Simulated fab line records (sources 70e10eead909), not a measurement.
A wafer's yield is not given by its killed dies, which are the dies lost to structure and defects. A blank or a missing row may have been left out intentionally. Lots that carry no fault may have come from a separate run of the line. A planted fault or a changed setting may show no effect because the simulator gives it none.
fab line records    flow nand_harc
[record] lots = 6  wafers = 18  last_day = 34
route steps=1302 shown A_STAIRCASE@732 END@1302
lots that met no fault: taken from a fault-free run of the same line
start_h: hours from the record's first day to the start of the lot's first wafer shown    wait_h: time in hours since the lot's previous step    " the same as in the row above    L1.1+2: a single row standing in for several wafers    - value missing, or start not given    * or withheld: withheld    < > ~ a bound
route shown NAME@n: names a module that has steps shown in the file, with the first one's number in the route    usual: the fault-free wafers' mean and standard deviation    same: alike in all rows    chamber/n: place in a boat    sites: readings site by site    _std_site: standard deviation across them    _edge_site: the outer-site mean with the inner-site mean subtracted    radius_mm: for every site, how far away it sits from the centre of the wafer    mask NAME#n: copy n    behind: tool/chamber where the wafer was last shaped    hold: why the lot went on hold/how many hours it stayed there/how the hold came to an end    device: the transistor (n, p or np) that didn't switch    end of line: at the end of the route, the tests of the same wafers    a step given without rows: its recipe and nothing more    killed: at the first sort, the dies lost to defects and structure; wafer yield is something else    map: per-die view of a wafer (x killed, . not killed, _ where there is no die)
set.NAME: the setting as run; set.NAME@STEP: as run at that earlier step    model.NAME: the simulator's own value behind a step, which no gauge read
lots seen at some steps along the route; tables by step, rows by wafer
services: from which hour (start_h, from the record's first day; less than 0 if before it) a tool's chamber was out of use, for how many hours, and why
[[steps]]
[step NHARC_A_STAIRCASE_HARDBAKE_218]
[recipe] temp_c = 120  time_s = 140
[step NHARC_A_STAIRCASE_DESCUM_219]
[recipe] time_s = 3  o2_flow_sccm = 200  ar_flow_sccm = 0  bias_power_w = 0  chemistry = O2
[usual] drypump_motor_current_A = 5.8/0.52  o2_flow_sccm = 199.9/0.59  oes_product_au = 1.001/0.0097  rf_vpp_V = 57.7/1  showerhead_plenum_p_Torr = 1.90/0.1  throttle_valve_pct = 11.311/0.0093
lot.wafer  tool         chamber  start_h  wait_h  drypump_motor_current_A  o2_flow_sccm  oes_product_au  rf_hours_counter_h  rf_vpp_V  showerhead_plenum_p_Torr  throttle_valve_pct
L198.4     rie_diel-11  2        421.67   -       5.6                      199.9         1.006           53                  55.2      1.78                      11.320
L198.1     "            3        "        "       5.8                      198.9         1.020           32                  56.0      1.77                      11.302
L198.6     "            2        "        "       5.5                      199.3         0.994           -                   56.6      1.78                      11.325
L203.2     rie_diel-05  1        477.49   -       6.7                      199.6         1.002           24                  56.3      1.85                      11.310
L203.4     "            3        "        "       4.9                      200.5         1.023           23                  58.2      2.07                      11.332
L203.5     "            1        "        "       6.6                      199.7         1.007           -                   58.2      1.85                      11.308
L206.2     rie_diel-11  2        498.92   -       5.6                      199.3         1.007           16                  57.2      1.77                      11.315
L206.1     "            3        "        "       5.8                      200.4         1.000           16                  56.9      2.07                      11.322
L206.4     "            0        "        "       6.4                      200.9         0.997           16                  57.7      1.88                      11.296
L209.4     rie_diel-11  0        520.47   -       6.4                      200.3         1.004           23                  57.5      1.88                      11.308
L209.5     "            2        "        "       5.6                      200.0         1.009           -                   57.4      1.77                      11.310
L209.6     "            3        "        "       5.8                      199.5         1.007           -                   57.6      2.07                      11.314
L215.1     rie_diel-05  2        596.46   -       6.3                      200.1         1.007           2                   57.2      1.80                      11.302
L215.6     "            0        "        "       5.5                      199.2         0.999           -                   59.5      1.97                      11.290
L215.4     "            3        "        "       4.9                      198.5         1.011           -                   58.5      2.06                      11.329
L214.1     rie_diel-05  3        599.96   -       5.0                      200.6         0.996           3                   58.7      2.06                      11.307
L214.4     "            3        "        "       4.9                      200.8         0.993           -                   57.9      2.06                      11.300
L214.5     "            0        "        "       5.5                      200.1         1.005           -                   57.5      1.97                      11.303
[step NHARC_A_STAIRCASE_TRIM_220]
[recipe] time_s = 211.2  o2_flow_sccm = 500  ar_flow_sccm = 0  bias_w = 0  chemistry = O2
[usual] drypump_motor_current_A = 5.8/0.53  o2_flow_sccm = 500.0/1.4  oes_product_au = 0.998/0.0089  rf_vpp_V = 57.8/0.87  showerhead_plenum_p_Torr = 3.52/0.17  throttle_valve_pct = 17.037/0.0095
lot.wafer  tool         chamber  start_h  wait_h  drypump_motor_current_A  o2_flow_sccm  oes_product_au  rf_hours_counter_h  rf_vpp_V  showerhead_plenum_p_Torr  throttle_valve_pct
L198.4     rie_diel-11  2        421.74   0.1     5.5                      500.8         1.002           53                  57.8      3.30                      17.043
L198.1     "            1        "        "       5.8                      501.1         1.002           49                  58.3      3.64                      17.044
L198.6     "            3        "        "       5.9                      501.4         1.016           -                   56.3      3.28                      17.036
L203.2     rie_diel-05  3        477.60   0.1     5.0                      499.5         1.015           23                  58.6      3.79                      17.021
L203.4     "            0        "        "       5.5                      499.1         1.007           27                  58.8      3.64                      17.040
L203.5     "            1        "        "       6.6                      499.6         0.985           -                   57.8      3.41                      17.052
L206.2     rie_diel-11  0        499.01   0.1     6.4                      500.9         0.997           16                  57.8      3.47                      17.053
L206.1     "            1        "        "       5.8                      500.1         0.992           16                  56.9      3.63                      17.043
L206.4     "            3        "        "       5.8                      502.4         1.007           16                  58.5      3.80                      17.027
L209.4     rie_diel-11  2        520.58   0.1     5.5                      499.7         1.011           22                  57.4      3.28                      17.056
L209.5     "            3        "        "       5.9                      499.6         1.002           -                   59.3      3.80                      17.050
L209.6     "            0        "        "       6.4                      501.2         0.994           -                   57.3      3.46                      17.039
L215.1     rie_diel-05  2        596.56   0.1     6.3                      500.9         1.004           2                   58.5      3.34                      17.029
L215.4     "            3        "        "       4.9                      501.1         1.002           -                   58.7      3.77                      17.046
L215.6     "            0        "        "       5.5                      499.5         1.000           -                   58.7      3.62                      17.039
L214.1     rie_diel-05  3        600.10   0.1     5.0                      501.2         1.004           3                   58.3      3.77                      17.034
L214.4     "            0        "        "       5.5                      497.1         1.016           -                   57.2      3.62                      17.035
L214.5     "            2        "        "       6.4                      500.9         1.001           -                   57.7      3.34                      17.034
[step NHARC_A_STAIRCASE_ETCH_221]
[recipe] target_depth_a = 1000  time_s = 40.5  ion_energy_ev = 400  c4f8_flow_sccm = 20  o2_flow_sccm = 10  ar_flow_sccm = withheld  rf_w = 600  bias_w = 1000  chemistry = C4F8/O2
[usual] oes_product_au = 0.940/0.014  rf_vpp_V = 895/6.5  run_length_s = 61.8/0.35
lot.wafer  tool         chamber  start_h  wait_h  oes_product_au  rf_hours_counter_h  rf_vpp_V  run_length_s
L198.1     rie_diel-11  1        -        -       0.957           49                  900       61.8
L198.4     "            3        "        "       0.966           33                  887       61.6
L198.6     "            0        "        "       0.968           -                   895       61.9
L203.4     rie_diel-05  1        -        -       0.931           24                  891       62.3
L203.2     "            2        "        "       0.944           11                  890       61.7
L203.5     "            3        "        "       0.960           -                   906       61.6
L206.4     rie_diel-11  0        -        -       0.948           16                  894       62.3
L206.2     "            1        "        "       0.941           17                  899       61.6
L206.1     "            2        "        "       0.941           16                  887       61.7
L209.4     rie_diel-11  1        -        -       0.917           24                  900       61.6
L209.6     "            1        "        "       0.918           -                   899       61.8
L209.5     "            2        "        "       0.928           -                   887       61.5
L215.1     rie_diel-05  3        -        -       0.948           2                   905       62.1
L215.6     "            2        "        "       0.937           -                   888       61.5
L215.4     "            0        "        "       0.940           -                   899       61.3
L214.1     rie_diel-05  2        -        -       0.951           3                   887       61.7
L214.5     "            0        "        "       0.954           -                   899       61.1
L214.4     "            2        "        "       0.940           -                   889       62.0
[step NHARC_A_STAIRCASE_TRIM_222]
[recipe] time_s = 211.2  o2_flow_sccm = 500  ar_flow_sccm = 0  bias_w = 0  chemistry = O2
[step NHARC_A_STAIRCASE_ETCH_223]
[recipe] target_depth_a = 1000  time_s = 40.5  ion_energy_ev = 400  c4f8_flow_sccm = 20  o2_flow_sccm = 10  ar_flow_sccm = withheld  rf_w = 600  bias_w = 1000  chemistry = C4F8/O2
[usual] oes_product_au = 0.941/0.011  rf_vpp_V = 896/6.4  run_length_s = 61.8/0.35
lot.wafer  tool         chamber  start_h  wait_h  oes_product_au  rf_hours_counter_h  rf_vpp_V  run_length_s
L198.4     rie_diel-11  2        -        -       0.934           53                  888       62.0
L198.1     "            3        "        "       0.944           33                  887       61.6
L198.6     "            2        "        "       0.936           -                   887       61.5
L203.4     rie_diel-05  0        -        -       0.954           27                  900       61.3
L203.2     "            2        "        "       0.926           11                  889       62.4
L203.5     "            3        "        "       0.959           -                   905       62.0
L206.4     rie_diel-11  1        -        -       0.934           17                  900       61.7
L206.2     "            2        "        "       0.964           16                  887       61.5
L206.1     "            3        "        "       0.952           16                  905       62.3
L209.4     rie_diel-11  1        -        -       0.929           28                  900       61.7
L209.6     "            0        "        "       0.934           -                   894       62.1
L209.5     "            1        "        "       0.922           -                   900       61.5
L215.1     rie_diel-05  3        -        -       0.943           2                   903       61.6
L215.4     "            3        "        "       0.945           -                   905       62.0
L215.6     "            0        "        "       0.948           -                   899       60.9
L214.1     rie_diel-05  3        -        -       0.938           3                   905       61.6
L214.4     "            0        "        "       0.946           -                   899       61.2
L214.5     "            2        "        "       0.948           -                   889       61.5
[step NHARC_A_STAIRCASE_TRIM_224]
[recipe] time_s = 211.2  o2_flow_sccm = 500  ar_flow_sccm = 0  bias_w = 0  chemistry = O2
[usual] drypump_motor_current_A = 5.8/0.52  o2_flow_sccm = 500.1/1.5  oes_product_au = 1.001/0.009  rf_vpp_V = 57.8/0.96  showerhead_plenum_p_Torr = 3.52/0.18  throttle_valve_pct = 17.037/0.0095
lot.wafer  tool         chamber  start_h  wait_h  drypump_motor_current_A  o2_flow_sccm  oes_product_au  rf_hours_counter_h  rf_vpp_V  showerhead_plenum_p_Torr  throttle_valve_pct
L198.1     rie_diel-11  2        -        -       5.6                      502.2         1.006           53                  57.6      3.30                      17.029
L198.4     "            3        "        "       5.9                      501.3         1.011           33                  57.7      3.28                      17.029
L198.6     "            1        "        "       5.8                      498.0         1.005           -                   56.8      3.64                      17.029
L203.2     rie_diel-05  3        -        -       5.0                      500.5         1.019           24                  59.9      3.79                      17.046
L203.4     "            0        "        "       5.5                      501.7         1.016           27                  57.5      3.64                      17.040
L203.5     "            3        "        "       5.0                      500.2         1.025           -                   57.4      3.79                      17.026
L206.2     rie_diel-11  1        -        -       5.8                      499.7         0.993           17                  60.2      3.63                      17.029
L206.4     "            3        "        "       5.8                      501.9         1.004           16                  57.2      3.80                      17.025
L206.1     "            0        "        "       6.5                      500.7         1.001           17                  57.7      3.47                      17.042
L209.4     rie_diel-11  3        -        -       5.8                      502.3         1.022           23                  59.4      3.79                      17.034
L209.5     "            1        "        "       5.8                      500.4         1.000           -                   58.4      3.63                      17.046
L209.6     "            2        "        "       5.5                      500.1         1.011           -                   57.5      3.28                      17.042
L215.1     rie_diel-05  0        -        -       5.5                      503.4         1.007           2                   59.5      3.62                      17.036
L215.4     "            0        "        "       5.5                      499.4         1.009           -                   58.0      3.62                      17.040
L215.6     "            3        "        "       5.0                      499.1         1.001           -                   57.7      3.77                      17.043
L214.1     rie_diel-05  2        -        -       6.3                      499.9         0.996           3                   57.2      3.34                      17.032
L214.4     "            0        "        "       5.5                      501.2         1.005           -                   59.8      3.62                      17.031
L214.5     "            2        "        "       6.4                      501.0         0.992           -                   56.5      3.34                      17.047
[step NHARC_A_STAIRCASE_ETCH_225]
[recipe] target_depth_a = 1000  time_s = 40.5  ion_energy_ev = 400  c4f8_flow_sccm = 20  o2_flow_sccm = 10  ar_flow_sccm = withheld  rf_w = 600  bias_w = 1000  chemistry = C4F8/O2
[step NHARC_A_STAIRCASE_TRIM_226]
[recipe] time_s = 211.2  o2_flow_sccm = 500  ar_flow_sccm = 0  bias_w = 0  chemistry = O2
[step NHARC_A_STAIRCASE_ETCH_227]
[recipe] target_depth_a = 1000  time_s = 40.5  ion_energy_ev = 400  c4f8_flow_sccm = 20  o2_flow_sccm = 10  ar_flow_sccm = withheld  rf_w = 600  bias_w = 1000  chemistry = C4F8/O2
[step NHARC_A_STAIRCASE_TRIM_229]
[recipe] time_s = 211.2  o2_flow_sccm = 500  ar_flow_sccm = 0  bias_w = 0  chemistry = O2
[step NHARC_A_STAIRCASE_ETCH_230]
[recipe] target_depth_a = 1000  time_s = 40.5  ion_energy_ev = 400  c4f8_flow_sccm = 20  o2_flow_sccm = 10  ar_flow_sccm = withheld  rf_w = 600  bias_w = 1000  chemistry = C4F8/O2
[usual] oes_product_au = 0.952/0.019  rf_vpp_V = 895/6.6  run_length_s = 61.8/0.36
lot.wafer  tool         chamber  start_h  wait_h  oes_product_au  rf_hours_counter_h  rf_vpp_V  run_length_s
L198.4     rie_diel-11  0        423.00   -       0.956           54                  893       62.3
L198.1     "            2        "        "       0.938           54                  887       61.8
L198.6     "            3        "        "       0.963           -                   886       61.9
L203.2     rie_diel-05  2        478.80   -       0.943           12                  890       61.6
L203.4     "            3        "        "       0.943           24                  905       62.2
L203.5     "            0        "        "       0.957           -                   900       61.0
L206.2     rie_diel-11  1        500.23   -       0.923           17                  900       62.0
L206.1     "            2        "        "       0.960           17                  886       61.6
L206.4     "            0        "        "       0.942           17                  893       48.9
L209.4     rie_diel-11  1        524.71   -       0.930           28                  900       48.7
L209.5     "            2        "        "       0.933           -                   888       48.8
L209.6     "            3        "        "       0.939           -                   906       61.9
L215.1     rie_diel-11  0        597.94   -       0.992           52                  893       62.1
L215.4     "            1        "        "       0.976           51                  899       62.0
L215.6     "            0        "        "       0.991           -                   892       62.3
L214.4     rie_diel-11  0        601.44   -       0.966           53                  894       62.0
L214.1     "            2        "        "       0.967           54                  887       61.7
L214.5     "            3        "        "       0.992           -                   904       61.8
[step NHARC_A_STAIRCASE_TRIM_231]
[recipe] time_s = 211.2  o2_flow_sccm = 500  ar_flow_sccm = 0  bias_w = 0  chemistry = O2
[step NHARC_END_SORT_01]
[recipe] temp_c = 25
[usual] killed_at_array = 64/16  killed_at_other = 1.0/1.1  killed_at_periphery = 3.5/2.3  killed_dies = 69/17  killed_open = 3.2/1.6  killed_short = 2.4/1.6
[same] gross_dies = 677
lot.wafer  tool       chamber  start_h  wait_h  killed_at_array  killed_at_other  killed_at_periphery  killed_dies  killed_open  killed_short
L206.4     prober-02  0        709.39   3.4     670              2                5                    677          1            2
L209.4     prober-01  0        713.69   3.4     677              0                0                    677          3            1
L209.5     prober-01  0        714.48   3.7     673              0                4                    677          3            1
// killed by level:class
L206.4 A_STAIRCASE:area_etch=623 A_CHANNEL_HOLE_D2:chamber_film_flake=26 A_CHANNEL_HOLE_D1:chamber_film_flake=12 A_SLIT:chamber_film_flake=4 P_M0:chamber_film_flake=3 THIN_TSV:chamber_film_flake=2 A_ONON_D1:geometric_particle:short=1 A_ONON_D2:geometric_particle:short=1
L209.4 A_STAIRCASE:area_etch=586 A_CHANNEL_HOLE_D1:chamber_film_flake=32 A_SLIT:chamber_film_flake=28 A_CONTACT:chamber_film_flake=9 A_CHANNEL_HOLE_D2:chamber_film_flake=8 A_STAIRCASE:chamber_film_flake=3 A_M0:geometric_particle:open=2 A_CHANNEL_FILL_D1:chamber_film_flake=2
L209.5 A_STAIRCASE:area_etch=579 A_CHANNEL_HOLE_D1:chamber_film_flake=40 A_SLIT:chamber_film_flake=31 A_CONTACT:chamber_film_flake=11 A_CHANNEL_HOLE_D2:chamber_film_flake=7 P_M2:chamber_film_flake=2 P_CONTACT:geometric_particle:open=1 P_M1:geometric_particle:short=1
// map L206.4 (x killed, . not)
____________x____________
_________xxxxxxx_________
_______xxxxxxxxxxx_______
______xxxxxxxxxxxxx______
_____xxxxxxxxxxxxxxx_____
____xxxxxxxxxxxxxxxxx____
____xxxxxxxxxxxxxxxxx____
___xxxxxxxxxxxxxxxxxxx___
___xxxxxxxxxxxxxxxxxxx___
__xxxxxxxxxxxxxxxxxxxxx__
__xxxxxxxxxxxxxxxxxxxxx__
_xxxxxxxxxxxxxxxxxxxxxxx_
_xxxxxxxxxxxxxxxxxxxxxxx_
_xxxxxxxxxxxxxxxxxxxxxxx_
_xxxxxxxxxxxxxxxxxxxxxxx_
_xxxxxxxxxxxxxxxxxxxxxxx_
xxxxxxxxxxxxxxxxxxxxxxxxx
xxxxxxxxxxxxxxxxxxxxxxxxx
xxxxxxxxxxxxxxxxxxxxxxxxx
xxxxxxxxxxxxxxxxxxxxxxxxx
xxxxxxxxxxxxxxxxxxxxxxxxx
_xxxxxxxxxxxxxxxxxxxxxxx_
_xxxxxxxxxxxxxxxxxxxxxxx_
_xxxxxxxxxxxxxxxxxxxxxxx_
_xxxxxxxxxxxxxxxxxxxxxxx_
_xxxxxxxxxxxxxxxxxxxxxxx_
__xxxxxxxxxxxxxxxxxxxxx__
__xxxxxxxxxxxxxxxxxxxxx__
___xxxxxxxxxxxxxxxxxxx___
___xxxxxxxxxxxxxxxxxxx___
____xxxxxxxxxxxxxxxxx____
____xxxxxxxxxxxxxxxxx____
_____xxxxxxxxxxxxxxx_____
______xxxxxxxxxxxxx______
_______xxxxxxxxxxx_______
_________xxxxxxx_________
____________x____________
// map L209.4 (x killed, . not)
____________x____________
_________xxxxxxx_________
_______xxxxxxxxxxx_______
______xxxxxxxxxxxxx______
_____xxxxxxxxxxxxxxx_____
____xxxxxxxxxxxxxxxxx____
____xxxxxxxxxxxxxxxxx____
___xxxxxxxxxxxxxxxxxxx___
___xxxxxxxxxxxxxxxxxxx___
__xxxxxxxxxxxxxxxxxxxxx__
__xxxxxxxxxxxxxxxxxxxxx__
_xxxxxxxxxxxxxxxxxxxxxxx_
_xxxxxxxxxxxxxxxxxxxxxxx_
_xxxxxxxxxxxxxxxxxxxxxxx_
_xxxxxxxxxxxxxxxxxxxxxxx_
_xxxxxxxxxxxxxxxxxxxxxxx_
xxxxxxxxxxxxxxxxxxxxxxxxx
xxxxxxxxxxxxxxxxxxxxxxxxx
xxxxxxxxxxxxxxxxxxxxxxxxx
xxxxxxxxxxxxxxxxxxxxxxxxx
xxxxxxxxxxxxxxxxxxxxxxxxx
_xxxxxxxxxxxxxxxxxxxxxxx_
_xxxxxxxxxxxxxxxxxxxxxxx_
_xxxxxxxxxxxxxxxxxxxxxxx_
_xxxxxxxxxxxxxxxxxxxxxxx_
_xxxxxxxxxxxxxxxxxxxxxxx_
__xxxxxxxxxxxxxxxxxxxxx__
__xxxxxxxxxxxxxxxxxxxxx__
___xxxxxxxxxxxxxxxxxxx___
___xxxxxxxxxxxxxxxxxxx___
____xxxxxxxxxxxxxxxxx____
____xxxxxxxxxxxxxxxxx____
_____xxxxxxxxxxxxxxx_____
______xxxxxxxxxxxxx______
_______xxxxxxxxxxx_______
_________xxxxxxx_________
____________x____________
[[services]]
tool         chamber  start_h  hours  kind
rie_diel-05  -        406.65   9.0    pm
rie_diel-11  0        413.92   -      clean
rie_diel-11  1        413.92   -      clean
rie_diel-11  2        413.92   -      clean
rie_diel-11  3        413.92   -      clean
rie_diel-11  -        432.64   9.0    pm
rie_diel-11  0        432.64   9.0    vent_cycle
rie_diel-11  1        432.64   9.0    vent_cycle
rie_diel-11  2        432.64   9.0    vent_cycle
rie_diel-11  3        432.64   9.0    vent_cycle
rie_diel-11  0        441.64   -      clean
rie_diel-11  0        441.64   -      consumable_replace:focus_ring
rie_diel-11  1        441.64   -      clean
rie_diel-11  2        441.64   -      clean
rie_diel-11  3        441.64   -      clean
rie_diel-11  3        441.64   -      consumable_replace:showerhead
rie_diel-05  2        452.12   16.0   repair
rie_diel-11  0        466.17   -      clean
rie_diel-11  1        466.17   -      clean
rie_diel-11  2        466.17   -      clean
rie_diel-11  3        466.17   -      clean
rie_diel-11  0        490.69   -      clean
rie_diel-05  -        583.65   9.0    pm
rie_diel-05  1        594.14   11.2   repair
[[key]]
[first_sign] step = NHARC_A_STAIRCASE_ETCH_230  reading = run_length_s  direction = down  sigmas = 36  usual = *  struck = *
[effect] step = NHARC_END_SORT_01  reading = killed_at_array  direction = up  sigmas = 37  usual = 64  struck = 673
[more_kills_born_at] NHARC_A_STAIRCASE_ETCH_230@rie_diel-11 = 1788
met_at NHARC_A_STAIRCASE_ETCH_230
struck_wafers L206.4,L209.4,L209.5
later_rows_left_out L206.4,L209.4,L209.5
tester_left_out L206,L209
onset_between 423.00 500.23
[fault] kind = process_parameter_drift  tool = rie_diel-11  chamber = -  onset_h = 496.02  steps = NHARC_A_STAIRCASE_ETCH_230  channel = time_s  offset = *  shape = step  end_h = 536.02  scope = struck_wafers_only  acts_in = *  stated = *
// tester_left_out: of these lots the tester's yield and bins aren't shown, on N5 and GAA mostly nor the transistor test; their killed dies are dies lost to structure and defects alone, not to doping, threshold or leakage, so they don't give the yield
// later_rows_left_out: the simulator's readings of these wafers behind a module that went badly wrong aren't trusted and aren't shown, but for the sort
